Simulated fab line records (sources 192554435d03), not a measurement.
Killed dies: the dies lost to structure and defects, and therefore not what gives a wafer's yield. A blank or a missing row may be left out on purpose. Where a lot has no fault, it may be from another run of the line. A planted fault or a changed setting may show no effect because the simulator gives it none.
Chamber matching -- flow n5-finfet -- 4 sister chambers for N5_BEOL_M15_STRIP_36 on rie-diel-04
The step strips in O2. 16 wafers are shown with their chamber, then 8 later ones without.

WAFERS PAIRED WITH THEIR CHAMBERS
wafer,chamber,throttle-valve-pct (%),showerhead-plenum-p-Torr (Torr),oes-product-au (a.u.)
L076.2,3,17.31,2.18,0.71
L076.5,0,16.33,2.12,0.89
L076.6,1,16.72,2.10,0.72
L074.2,1,16.73,2.10,0.73
L074.4,2,16.45,2.14,0.83
L074.5,2,16.46,2.14,0.83
L078.3,0,16.36,2.12,0.87
L078.4,2,16.42,2.14,0.82
L078.6,3,17.37,2.18,0.71
L079.2,2,16.39,2.14,0.83
L079.3,0,16.35,2.12,0.88
L079.4,3,17.39,2.18,0.70
L082.2,1,16.77,2.09,0.71
L082.5,1,16.77,2.09,0.71
L082.6,0,16.35,2.11,0.86
L086.2,1,16.77,2.09,0.71

SIGNATURES (means of the wafers above)
reading,chamber 0,chamber 1,chamber 2,chamber 3,scatter within a chamber
throttle-valve-pct,16.3475,16.7520,16.4300,17.3567,0.028
showerhead-plenum-p-Torr,2.1175,2.0940,2.1400,2.1800,0.00403
oes-product-au,0.8750,0.7160,0.8275,0.7067,0.00895
Rule: a wafer lies at a distance from a chamber equal to the root of the sum of squares, over the readings, of (its reading less the chamber's mean, divided by the reading's scatter). The wafer belongs to the nearest chamber; if the next one is less than 2 further off, it can't be placed. The scatter is the square root of a quotient: the sum, over the shown wafers, of each reading's squared deviation from its chamber's mean, divided by wafers minus chambers.

WAFERS WITH NO CHAMBER GIVEN
wafer,throttle-valve-pct (%),showerhead-plenum-p-Torr (Torr),oes-product-au (a.u.)
L086.3,16.38,2.11,0.86
L086.6,16.79,2.09,0.72
L087.1,16.79,2.09,0.72
L087.5,16.46,2.13,0.81
L087.6,16.79,2.09,0.71
L097.2,16.91,2.17,0.91
L097.4,16.47,2.13,0.78
L097.5,16.79,2.09,0.69

WHICH CHAMBER EACH ONE RAN IN
wafer,from the rows above,in truth
L086.3,0,0
L086.6,1,1
L087.1,1,1
L087.5,2,2
L087.6,1,1
L097.2,2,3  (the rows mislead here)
L097.4,2,2
L097.5,1,1
7 of 8 placed correctly. Not placeable from these rows: 0. Wrongly placed: 1.
